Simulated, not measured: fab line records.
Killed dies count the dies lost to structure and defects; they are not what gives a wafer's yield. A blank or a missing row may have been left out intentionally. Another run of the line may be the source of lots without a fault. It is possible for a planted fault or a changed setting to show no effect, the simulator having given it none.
A lot that was struck, set against a sound lot | flow n5Finfet | 17 steps out of a route of 1938
Sound: these wafers, L933.1, L933.3, L933.5. The struck wafers were L944.1, L944.2, L944.6. At the end, the cause is stated.
Per side, at each step with rows, come the tool, then ch with its chambers, and then its first start. Under that, the readings that differ: sound wafers | struck wafers | difference of the means | sigmas: that difference in standard deviations of wafers without a fault.
alike: same words and numbers on both sides, and readings whose means sit less than 2 such deviations apart. not compared: any withheld reading, any reading some wafer has no value for, any bound like >300 that may hide the same value, and any number with overlapping values for which the record gives no deviation.
Wherever a step has rows on one side only, a row that says differs or no value, or a row with sigmas, the two part there. Numbers that don't overlap but have no deviation are shown without sigmas and don't part them. A reading that every wafer of one side lacks parts them only if that side has two wafers or more.

N5_BEOL_M0_CUTY_OVL_MEAS_58:
  sound on overlay-01 ch 0, day 6 03:24; struck on overlay-02 ch 0, day 8 22:19
  alike: M0_ABLK_OVL
N5_BEOL_M0_CUTY_INSPECT_59: inspects for defects (macro).
  sound on defectInspect-02, day 6 03:26; struck on defectInspect-01, day 8 22:20
  alike: rawDefectCount
N5_BEOL_M0_CUTY_DESCUM_61: chemistry O2, time 7.9 s.
  sound on rieDiel-03 ch 1,2,3, day 6 03:28; struck on rieDiel-02 ch 0,1, day 8 22:22
  alike: biasPowerW, drypumpMotorCurrentA, oesProductAu, rfVppV, showerheadPlenumPTorr, tempC, throttleValvePct
  not compared: rfHoursCounterH
then, 4 steps without rows for these wafers: N5_BEOL_M0_CUTY_ETCH_62 (etches SiARC in CF4, time 58.5 s); N5_BEOL_M0_CUTY_ETCH_63 (etches SOC in N2/H2, target depth 82.7 nm, overetch 16.5 nm, time 124 s); N5_BEOL_M0_CUTY_STRIP_64 (strips in N2/H2); N5_BEOL_M0_ETCH_138 (etches SiCN in CH3F/O2, target depth 12 nm, time 31.6 s).
N5_BEOL_M0_HM_OPEN_105: chemistry Cl2/BCl3, target TiN, target depth 12 nm.
  sound on rieMetal-02 ch 1, day 6 05:11; struck on rieMetal-01 ch 0,1, day 8 23:09
reading             | sound          | struck         | difference | sigmas
oesProductAu (a.u.) | 1.00 1.02 1.01 | 0.88 0.65 0.88 | -0.21      | -2
  alike: biasW, drypumpMotorCurrentA, throttleValvePct
  not compared: rfHoursCounterH
N5_BEOL_M0_STRIP_140: strips in CF4.
  sound on rieDiel-06 ch 0,1,3, day 6 05:22; struck on rieDiel-03 ch 1,2,3, day 8 23:22
  alike: biasPowerW, drypumpMotorCurrentA, oesProductAu, rfVppV, showerheadPlenumPTorr, throttleValvePct
  not compared: rfHoursCounterH
N5_BEOL_M0_STRIP_104: strips in N2/H2.
  sound on rieDiel-06 ch 0,1,3, day 6 05:23; struck on rieDiel-03 ch 1,2,3, day 8 23:23
  alike: biasPowerW, drypumpMotorCurrentA, oesProductAu, rfVppV, showerheadPlenumPTorr, tempC, throttleValvePct
  not compared: rfHoursCounterH
then, 1 step without rows for these wafers: N5_BEOL_M0_WET_ETCH_106 (etches SiO2 in DHF, target depth 130 nm, rinse time 30 s).
N5_BEOL_M0_ETCH_128: etches SiCN in CF4/N2, target depth 12 nm, overetch 5.1 nm, time 21.4 s.
  sound on rieDiel-03 ch 0,1, day 6 05:31; struck on rieDiel-03 ch 1,2, day 8 23:32
  alike: biasW, drypumpMotorCurrentA, oesProductAu, rfFwdPowerW, rfVppV, showerheadPlenumPTorr, throttleValvePct
  not compared: rfHoursCounterH
N5_BEOL_M0_TRENCH_ETCH_107: etches SiOC in C4F6/O2, target depth 32.8 nm, time 16.4 s.
  sound on rieDiel-03 ch 0,1, day 6 05:33; struck on rieDiel-03 ch 1,2, day 8 23:35
reading                           | sound             | struck            | difference | sigmas
oes_f_703_au (a.u.)               | 0.85 0.89 0.86    | 1.10 1.09 1.09    | +0.23      | +4
oes_o_777_au (a.u.)               | 0.86 0.91 0.86    | 1.08 1.09 1.10    | +0.21      | +3
rfFwdPowerW (W)                   | 349.4 347.8 349.0 | 434.6 432.1 430.6 | +83.7      | +49
rfVppV (V)                        | 678 691 677       | 592 618 618       | -73        | -5
model.BEOL_M0.featureDepthNm (nm) | 33 32.2 32.8      | 36.2 34.8 34.6    | +2.5       | 
  alike: C4F6_flow_sccm, biasW, drypumpMotorCurrentA, oesProductAu, showerheadPlenumPTorr, throttleValvePct
  not compared: rfHoursCounterH
then, 1 step without rows for these wafers: N5_BEOL_M0_STRIP_142 (strips in N2/H2, time 10 s).
N5_BEOL_M0_OCD_MEAS_108:
  sound on ocd-02, day 6 05:39; struck on ocd-02, day 8 23:41
reading            | sound          | struck         | difference | sigmas
trenchDepthNm (nm) | 32.9 32.4 32.6 | 36.5 34.4 34.9 | +2.6       | +4
then, 1 step without rows for these wafers: N5_BEOL_M0_HM_STRIP_129 (strips TiN in peroxide tin strip, target depth 17 nm, time 108 s).
-- record jumps: 2 days separate the struck wafers' starts on either side; left off in module BEOL_M0, taken up again in module BEOL_M4, whose first shown step is the route's number 1111 --
N5_BEOL_M4_RC_MEAS_101:
  sound on prober-02 ch 0, day 8 17:15; struck on prober-01 ch 0, day 11 09:39
  alike: DIBL_N, DIBL_P, IOFF_N, IOFF_P, ION_N, ION_P, SS_N, SS_P, VT_N, VT_P

WHERE THEY PART
Earliest at N5_BEOL_M0_HM_OPEN_105; latest, in this record, at N5_BEOL_M0_OCD_MEAS_108. Later steps at which nothing parts them and some readings are alike: N5_BEOL_M4_RC_MEAS_101.

WHY: the cause the simulator had injected
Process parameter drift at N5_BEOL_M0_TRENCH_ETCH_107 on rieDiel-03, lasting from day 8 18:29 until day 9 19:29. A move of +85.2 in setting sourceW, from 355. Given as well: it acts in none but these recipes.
